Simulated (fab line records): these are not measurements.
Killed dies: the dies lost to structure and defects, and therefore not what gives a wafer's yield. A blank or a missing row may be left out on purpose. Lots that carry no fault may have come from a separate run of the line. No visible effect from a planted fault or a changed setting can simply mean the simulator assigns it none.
The tool behind it: which one? / flow nand-harc / 42 wafers from 14 lots sampled at 2 of the route's 1302 steps

## WHAT EACH GAUGE READ, for each wafer
NHARC_A_ONON_D2_THK_MEAS_02: measures by ellipsometry.
lot=L495; measured=day 13 08:08; on=film-metro-01; thk-nm (nm)=1015 1011 1011
lot=L496; measured=day 13 08:08; on=film-metro-02; thk-nm (nm)=1011 1013 1010
lot=L498; measured=day 13 22:38; on=film-metro-01; thk-nm (nm)=1003 1003 1003
lot=L497; measured=day 14 01:34; on=film-metro-02; thk-nm (nm)=1005 1005 1006
lot=L499; measured=day 14 10:45; on=film-metro-01; thk-nm (nm)=1004 1007 1005
lot=L501; measured=day 15 17:11; on=film-metro-02; thk-nm (nm)=1008 1006 1006
lot=L506; measured=day 17 04:07; on=film-metro-01; thk-nm (nm)=1004 1002 1004
lot=L507; measured=day 18 02:33; on=film-metro-01; thk-nm (nm)=853 854 852
lot=L509; measured=day 18 09:41; on=film-metro-01; thk-nm (nm)=856 853 854
lot=L511; measured=day 19 09:23; on=film-metro-02; thk-nm (nm)=1020 1019 1019
lot=L512; measured=day 20 05:15; on=film-metro-01; thk-nm (nm)=990 991 990
lot=L515; measured=day 21 06:49; on=film-metro-01; thk-nm (nm)=999 1000 1000
lot=L516; measured=day 21 15:41; on=film-metro-02; thk-nm (nm)=998 998 998
lot=L517; measured=day 22 00:57; on=film-metro-02; thk-nm (nm)=1005 1006 1003

## WHAT TOOL EACH LOT RAN ON (gives the tool, then ch and the chambers of the sampled wafers, and finally the start)
lot=L495; NHARC_A_ONON_D2_DEP_00=pecvd-onon-02 ch 0, day 13 07:38
lot=L496; NHARC_A_ONON_D2_DEP_00=pecvd-onon-01 ch 0, day 13 07:41
lot=L498; NHARC_A_ONON_D2_DEP_00=pecvd-onon-01 ch 0, day 13 22:11
lot=L497; NHARC_A_ONON_D2_DEP_00=pecvd-onon-01 ch 0, day 14 01:04
lot=L499; NHARC_A_ONON_D2_DEP_00=pecvd-onon-01 ch 0, day 14 10:18
lot=L501; NHARC_A_ONON_D2_DEP_00=pecvd-onon-01 ch 0, day 15 16:40
lot=L506; NHARC_A_ONON_D2_DEP_00=pecvd-onon-04 ch 0, day 17 03:37
lot=L507; NHARC_A_ONON_D2_DEP_00=pecvd-onon-01 ch 0, day 18 02:02
lot=L509; NHARC_A_ONON_D2_DEP_00=pecvd-onon-01 ch 0, day 18 09:14
lot=L511; NHARC_A_ONON_D2_DEP_00=pecvd-onon-04 ch 0, day 19 08:56
lot=L512; NHARC_A_ONON_D2_DEP_00=pecvd-onon-02 ch 0, day 20 04:55
lot=L515; NHARC_A_ONON_D2_DEP_00=pecvd-onon-02 ch 0, day 21 06:19
lot=L516; NHARC_A_ONON_D2_DEP_00=pecvd-onon-01 ch 0, day 21 15:11
lot=L517; NHARC_A_ONON_D2_DEP_00=pecvd-onon-01 ch 0, day 22 00:30
- NHARC_A_ONON_D2_DEP_00: target thk 1000 nm.

## WHAT THE TOOLS THEMSELVES READ (means of the sampled wafers that have a number; where no wafer has one, the mark that the record gives instead)
The record holds no such reading with a usual standard deviation.

## THE ANSWER, worked out from the rows above alone
Rule: the lots themselves supply what counts as usual. Put in order of their means at a reading, lots are off if they are a third of the lots or fewer, leave a main group of 4 or more, and stand apart from it by a gap of 3 or more times the standard deviation of the main group's means; of several such gaps the widest counts. If all means in a main group match to the digits the tables above print for the reading, that group is not used. Also off: a lot with no number at a reading for which 4 or more lots have one. Any other lot the step has rows for is counted as sound. The gauges are gone through in route order, then the tools' own readings, and for those a lot's mean is taken as printed above. At the first step where some lot is off, the reading lying furthest off is the one used; lots without a number count as furthest.
Off: L507, L509, at NHARC_A_ONON_D2_THK_MEAS_02 (thk-nm). The main group: mean 1005 nm, standard deviation 7.1.
If a tool, at a process step before that reading, ran all the lots that are off and no sound lot after the first of them, it fits. Gauges at NHARC_A_ONON_D2_THK_MEAS_02: tried the same way as those tools. No candidate that was tried fits.

## WHAT WAS PUT IN BY THE SIMULATOR
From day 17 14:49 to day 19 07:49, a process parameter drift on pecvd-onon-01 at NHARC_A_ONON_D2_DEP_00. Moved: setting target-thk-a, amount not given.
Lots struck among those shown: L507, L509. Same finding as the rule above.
